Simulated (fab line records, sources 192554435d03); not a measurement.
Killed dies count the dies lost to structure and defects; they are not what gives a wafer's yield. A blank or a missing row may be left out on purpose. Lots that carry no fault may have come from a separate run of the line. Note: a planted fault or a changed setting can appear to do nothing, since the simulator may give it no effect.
What tool caused it? | flow n5_finfet | at 1 step of a route of 1938, 24 lots with 72 wafers sampled

WHAT THE GAUGES READ, wafer by wafer
N5_BEOL_M14_OVL_MEAS_29.
lot  | measured     | on         | M14_OVL (nm)
L074 | day 10 21:59 | overlay-01 | -14 -3 -8
L076 | day 11 01:35 | overlay-01 | 4 0 2
L075 | day 11 05:16 | overlay-02 | 0 -9 -6
L077 | day 11 10:22 | overlay-01 | -1 7 5
L078 | day 12 06:00 | overlay-01 | -8 -8 -7
L079 | day 12 17:55 | overlay-02 | -10 1 -5
L080 | day 12 20:23 | overlay-02 | -12 -11 -12
L081 | day 12 22:35 | overlay-02 | 2 -4 -9
L084 | day 13 11:25 | overlay-02 | -9 -3 1
L082 | day 13 14:29 | overlay-02 | 0 -4 -3
L083 | day 13 14:48 | overlay-02 | -11 -12 -6
L085 | day 14 05:10 | overlay-02 | 5 -1 -9
L087 | day 14 13:22 | overlay-01 | 1 -9 -2
L089 | day 14 18:47 | overlay-01 | -7 -10 2
L086 | day 15 03:02 | overlay-02 | 5 -3 -6
L088 | day 15 11:23 | overlay-01 | -8 -6 -8
L090 | day 15 13:23 | overlay-01 | -7 -8 -4
L092 | day 15 20:14 | overlay-02 | -1 -4 4
L091 | day 15 21:07 | overlay-01 | 4 -7 -6
L093 | day 16 16:41 | overlay-01 | 3 -8 -10
L094 | day 16 20:29 | overlay-01 | -4 -8 -8
L097 | day 16 21:06 | overlay-01 | -4 4 2
L095 | day 17 01:25 | overlay-01 | -4 -3 -2
L096 | day 17 05:44 | overlay-02 | -6 -1 -12

WHAT TOOL EACH LOT RAN ON (gives the tool, then ch and the chambers of the sampled wafers, and finally the start)
Before these readings, the record contains no process step.

WHAT THE TOOLS THEMSELVES READ (means of the sampled wafers that have a number; where no wafer has one, the mark that the record gives instead)
The record holds no such reading with a usual standard deviation.

THE ANSWER, worked out from the rows above alone
Rule: the usual values come from the lots themselves. The widest of any qualifying gaps counts: lots, ordered by their means at a reading, are off when they make up no more than a third of the lots, leave a main group of 4 or more, and stand apart from it by 3 or more times the standard deviation of that group's means. The tables above print the reading to a certain number of digits; a main group whose means all agree to those digits is not used. Also off: a lot with no number at a reading for which 4 or more lots have one. All remaining lots with rows at the step are treated as sound. After the gauges, taken in route order, come the tools' own readings; for these a lot's mean is taken, as printed above. The first step at which some lot is off is used, and at that step the reading that is off furthest; a lot without a number counts as furthest.
No lot is off on any of the readings shown, so nothing can be concluded from this.

WHAT THE SIMULATOR HAD PUT IN
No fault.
